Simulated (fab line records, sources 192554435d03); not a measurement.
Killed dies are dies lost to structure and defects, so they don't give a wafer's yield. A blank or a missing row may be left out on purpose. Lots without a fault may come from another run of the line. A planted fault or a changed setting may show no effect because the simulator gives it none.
One fault seen from 2 desks | flow n5_finfet | each desk has only its own numbers; what lay behind them comes last

THE TOOL OWNER'S DESK: litho_track-05
The tool's own readings at N5_BEOL_M0_SAQP_COAT_81 (time 60 s, resist thk 100 nm): means of the sampled wafers that have a number, for each lot that ran on this tool. A lot is out of limits, marked OUT, if its mean lies more than 4 standard deviations from the usual mean; the brackets give that distance.
Columns: A = spin_speed_rpm at N5_BEOL_M0_SAQP_COAT_81, usual 1500.0 rpm
lot  | first seen here | A
L175 | day 5 11:22     | 1500.3
L183 | day 7 08:58     | 1454.3 (-47) OUT
L185 | day 8 06:29     | 1454.4 (-47) OUT
L197 | day 11 00:01    | 1499.3
This desk's finding: out of limits on L183, L185; first on L183, day 7 08:58 (spin_speed_rpm at N5_BEOL_M0_SAQP_COAT_81). In limits: L175, L197.

THE METROLOGY DESK
What the gauges read, lot by lot, whatever tool the lot ran on: means of the sampled wafers that have a number. A lot is out of limits, marked OUT, if its mean lies more than 4 standard deviations from the usual mean; the brackets give that distance. Of its 10 readings 7 are shown: those that lie furthest out on some lot.
Columns: A = DIBL_N at N5_BEOL_M4_RC_MEAS_101, usual 36.8 mV/V; B = DIBL_P at N5_BEOL_M4_RC_MEAS_101, usual 37.1 mV/V; C = IOFF_N at N5_BEOL_M4_RC_MEAS_101, usual 0.168 nA/um; D = IOFF_P at N5_BEOL_M4_RC_MEAS_101, usual 0.22 nA/um; E = ION_N at N5_BEOL_M4_RC_MEAS_101, usual 679 uA/um; F = SS_P at N5_BEOL_M4_RC_MEAS_101, usual 73.5 mV/dec; G = VT_P at N5_BEOL_M4_RC_MEAS_101, usual -250 mV
lot  | first seen here | A    | B    | C     | D    | E   | F    | G
L175 | day 7 12:11     | 37.3 | 38.3 | 0.184 | 0.22 | 675 | 74.0 | -251
L180 | day 8 17:46     | 37.2 | 36.4 | 0.175 | 0.22 | 675 | 73.7 | -248
L183 | day 9 19:59     | 37.2 | 38.1 | 0.186 | 0.22 | 685 | 73.8 | -251
L185 | day 10 00:07    | 38.6 | 39.9 | 0.210 | 0.24 | 678 | 74.3 | -251
L190 | day 11 08:31    | 36.8 | 38.2 | 0.189 | 0.21 | 688 | 73.6 | -252
L196 | day 13 00:08    | 37.8 | 37.8 | 0.188 | 0.24 | 698 | 73.6 | -249
L195 | day 13 06:37    | 38.1 | 36.7 | 0.162 | 0.18 | 679 | 73.6 | -256
L197 | day 13 08:35    | 34.9 | 34.7 | 0.146 | 0.22 | 679 | 73.1 | -248
L198 | day 14 02:40    | 37.0 | 36.8 | 0.158 | 0.22 | 674 | 72.9 | -248
This desk's finding: nothing out of limits on any of the 9 lots.

PUT TOGETHER
The tool owner's desk could have raised an alarm at day 7 08:58, on L183, L185.
The metrology desk saw nothing out of limits.
The metrology desk has L183, L185 on record, within its limits.
Of the lots named, all ran N5_BEOL_M0_SAQP_COAT_81 on litho_track-05.

WHAT THE SIMULATOR HAD PUT IN
Process parameter drift: litho_track-05, from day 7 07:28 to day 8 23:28, at N5_BEOL_M0_SAQP_COAT_81. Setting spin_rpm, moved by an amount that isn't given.
Lots struck among those shown: L183, L185.
Hours from the fault's start to each desk's first reading out of limits: the tool owner's desk, 1.
